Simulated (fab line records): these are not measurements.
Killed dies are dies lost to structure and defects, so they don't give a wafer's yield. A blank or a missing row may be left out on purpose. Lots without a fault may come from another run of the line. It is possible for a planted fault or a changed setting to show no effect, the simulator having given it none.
Which tool is to blame? ; flow nand_harc ; 12 lots with 36 wafers sampled at 6 steps, on a route of 1302 steps

## WHAT THE GAUGES READ, wafer by wafer
NHARC_P_GATE_CD_MEAS_91: target cd 2000 nm.
lot;measured;on;cd_nm (nm)
L496;day 6 03:17;cd_sem-01;1999.3 1999.6 1997.4
L497;day 6 10:22;cd_sem-01;1999.0 2000.7 2000.0
L498;day 7 00:21;cd_sem-02;1999.2 1998.2 1999.5
L499;day 7 12:25;cd_sem-03;1999.4 2000.1 1999.2
L501;day 8 08:31;cd_sem-01;1998.5 1998.8 1999.6
L502;day 8 21:34;cd_sem-01;2001.6 1998.7 1999.8
L503;day 9 05:13;cd_sem-02;2001.0 1998.9 1999.6
L506;day 10 09:05;cd_sem-03;1997.4 1998.0 1998.5
L507;day 10 22:46;cd_sem-02;1999.5 1999.3 1999.0
L511;day 12 02:49;cd_sem-03;1977.6 1976.0 1979.0 1977.6 1975.7 1979.0
L512;day 12 14:32;cd_sem-02;2001.5 2001.7 2000.4
L518;day 15 05:32;cd_sem-03;1999.0 1999.7 1999.5

NHARC_END_SORT_01.
lot;measured;on;killed_at_array;killed_at_other;killed_at_periphery;killed_dies;killed_open;killed_short
L511;day 30 23:14;prober-02;59 70 60;0 1 0;2 4 5;61 75 65;5 10 5;5 4 6

## WHICH TOOL RAN EACH LOT (tool, then ch and the chambers of the sampled wafers, then the start)
lot;NHARC_P_GATE_DESCUM_31;NHARC_P_GATE_ETCH_104;NHARC_P_GATE_EXPOSE_88;NHARC_P_CONTACT_DEP_00
L496;rie_diel-06 ch 0,2,3, day 5 09:53;rie_diel-06 ch 2,3, day 5 09:58;krf_scanner-01 ch 0, day 6 03:08;pecvd-04 ch 0,1,2, no start
L497;rie_diel-07 ch 0,1,3, day 5 19:08;rie_diel-07 ch 1,2, day 5 19:13;krf_scanner-02 ch 0, day 6 10:13;pecvd-03 ch 0,2, no start
L498;rie_diel-09 ch 1,2,3, day 6 09:06;rie_diel-09 ch 0,1, day 6 09:11;krf_scanner-03 ch 0, day 7 00:11;pecvd-04 ch 0,2, no start
L499;rie_diel-06 ch 1,2,3, day 6 20:44;rie_diel-06 ch 0,1, day 6 20:48;krf_scanner-03 ch 0, day 7 12:16;pecvd-04 ch 0,1, no start
L501;rie_diel-07 ch 0,1,2, day 7 14:36;rie_diel-07 ch 0,1,2, day 7 14:41;krf_scanner-01 ch 0, day 8 08:21;pecvd-01 ch 0,1,2, no start
L502;rie_diel-09 ch 0,1,2, day 8 06:20;rie_diel-09 ch 0,1,2, day 8 06:25;krf_scanner-02 ch 0, day 8 21:25;pecvd-04 ch 1,2, no start
L503;rie_diel-07 ch 0,1, day 8 14:02;rie_diel-07 ch 0,2, day 8 14:07;krf_scanner-03 ch 0, day 9 05:04;pecvd-04 ch 0,2, no start
L506;rie_diel-06 ch 0,2,3, day 9 17:43;rie_diel-06 ch 1,2, day 9 17:47;krf_scanner-03 ch 0, day 10 08:55;pecvd-04 ch 0,2, no start
L507;rie_diel-06 ch 1,2,3, day 10 07:32;rie_diel-06 ch 0,2,3, day 10 07:36;krf_scanner-02 ch 0, day 10 22:37;pecvd-01 ch 0,1,2, no start
L511;rie_diel-09 ch 0,1,2, day 11 11:35;rie_diel-09 ch 1,2, day 11 11:40;krf_scanner-01 ch 0, day 12 02:39;pecvd-03 ch 1,2, day 30 23:14 or earlier
L512;rie_diel-09 ch 2,3, day 11 23:19;rie_diel-09 ch 1,3, day 11 23:23;krf_scanner-01 ch 0, day 12 14:23;pecvd-01 ch 0,1, no start
L518;rie_diel-07 ch 0,1,3, day 14 14:04;rie_diel-07 ch 0,1,2, day 14 14:08;krf_scanner-03 ch 0, day 15 05:22;pecvd-01 ch 0,1, no start
- NHARC_P_GATE_DESCUM_31: chemistry O2, time 3 s.
- NHARC_P_GATE_ETCH_104: etches the open film in CF4/CHF3, target depth 60 nm.
- NHARC_P_GATE_EXPOSE_88: exposes mask P HVN, target cd 2000 nm.
- NHARC_P_CONTACT_DEP_00: deposits SiO2, target thk 500 nm.

## AS READ BY THE TOOLS THEMSELVES (means over the sampled wafers that have a number; for cases with no such wafer, the mark the record gives instead)
NHARC_P_GATE_DESCUM_31.
lot;tool;drypump_motor_current_A (A);oes_product_au (a.u.);rf_vpp_V (V);showerhead_plenum_p_Torr (Torr);throttle_valve_pct (%)
L496;rie_diel-06;5.5;1.003;58.3;1.95;11.305
L497;rie_diel-07;5.8;1.011;57.4;1.97;11.318
L498;rie_diel-09;5.3;0.999;57.7;1.89;11.311
L499;rie_diel-06;5.4;0.994;58.2;1.91;11.312
L501;rie_diel-07;5.6;1.007;57.9;1.92;11.323
L502;rie_diel-09;5.2;1.004;58.3;1.96;11.318
L503;rie_diel-07;5.8;0.996;58.6;1.99;11.310
L506;rie_diel-06;5.4;1.004;57.6;1.95;11.314
L507;rie_diel-06;5.4;0.996;57.1;1.91;11.316
L511;rie_diel-09;5.2;1.005;57.5;1.95;11.300
L512;rie_diel-09;5.5;1.003;57.7;1.87;11.321
L518;rie_diel-07;5.8;1.002;58.0;1.97;11.311

NHARC_P_GATE_ETCH_104.
lot;tool;drypump_motor_current_A (A);oes_product_au (a.u.);rf_vpp_V (V);showerhead_plenum_p_Torr (Torr);throttle_valve_pct (%)
L496;rie_diel-06;5.6;0.951;372.2;1.62;16.804
L497;rie_diel-07;5.5;0.983;371.1;1.59;16.805
L498;rie_diel-09;5.3;0.958;373.1;1.63;16.803
L499;rie_diel-06;5.1;0.975;369.4;1.54;16.798
L501;rie_diel-07;5.6;0.929;371.3;1.58;16.801
L502;rie_diel-09;5.2;0.920;371.6;1.61;16.805
L503;rie_diel-07;5.6;0.966;370.5;1.58;16.810
L506;rie_diel-06;5.4;0.966;369.9;1.53;16.805
L507;rie_diel-06;5.4;0.958;371.5;1.60;16.800
L511;rie_diel-09;5.0;0.929;372.0;1.60;16.804
L512;rie_diel-09;5.5;0.919;368.3;1.53;16.798
L518;rie_diel-07;5.6;0.978;370.3;1.58;16.800

NHARC_P_CONTACT_DEP_00.
lot;tool;heater_power_w (W);throttle_valve_pct (%)
L496;pecvd-04;468;15.8
L497;pecvd-03;538;16.0
L498;pecvd-04;566;15.8
L499;pecvd-04;492;16.0
L501;pecvd-01;599;15.7
L502;pecvd-04;573;15.9
L503;pecvd-04;571;16.0
L506;pecvd-04;609;16.0
L507;pecvd-01;641;15.7
L511;pecvd-03;464;15.9
L512;pecvd-01;551;16.5
L518;pecvd-01;579;16.3

## THE ANSWER, worked out from the rows above alone
Rule: usual is defined by the lots themselves. Put in order of their means at a reading, lots are off if they are a third of the lots or fewer, leave a main group of 4 or more, and stand apart from it by a gap of 3 or more times the standard deviation of the main group's means; of several such gaps the widest counts. If all means in a main group match to the digits the tables above print for the reading, that group is not used. A lot without any number at a reading at which 4 lots or more have one is off too. The other lots that the step has rows for count as sound. After the gauges, taken in route order, come the tools' own readings; for these a lot's mean is taken, as printed above. The first step at which some lot is off is used, and at that step the reading that is off furthest; a lot without a number counts as furthest.
Off, at NHARC_P_GATE_CD_MEAS_91 on cd_nm: L511. Main group: mean 1999.4 nm, sd 0.79.
If a tool, at a process step before that reading, ran all the lots that are off and no sound lot after the first of them, it fits. The gauges at NHARC_P_GATE_CD_MEAS_91 are tried like those tools. Not one of the candidates tried fits.

## WHAT THE SIMULATOR HAD INSERTED
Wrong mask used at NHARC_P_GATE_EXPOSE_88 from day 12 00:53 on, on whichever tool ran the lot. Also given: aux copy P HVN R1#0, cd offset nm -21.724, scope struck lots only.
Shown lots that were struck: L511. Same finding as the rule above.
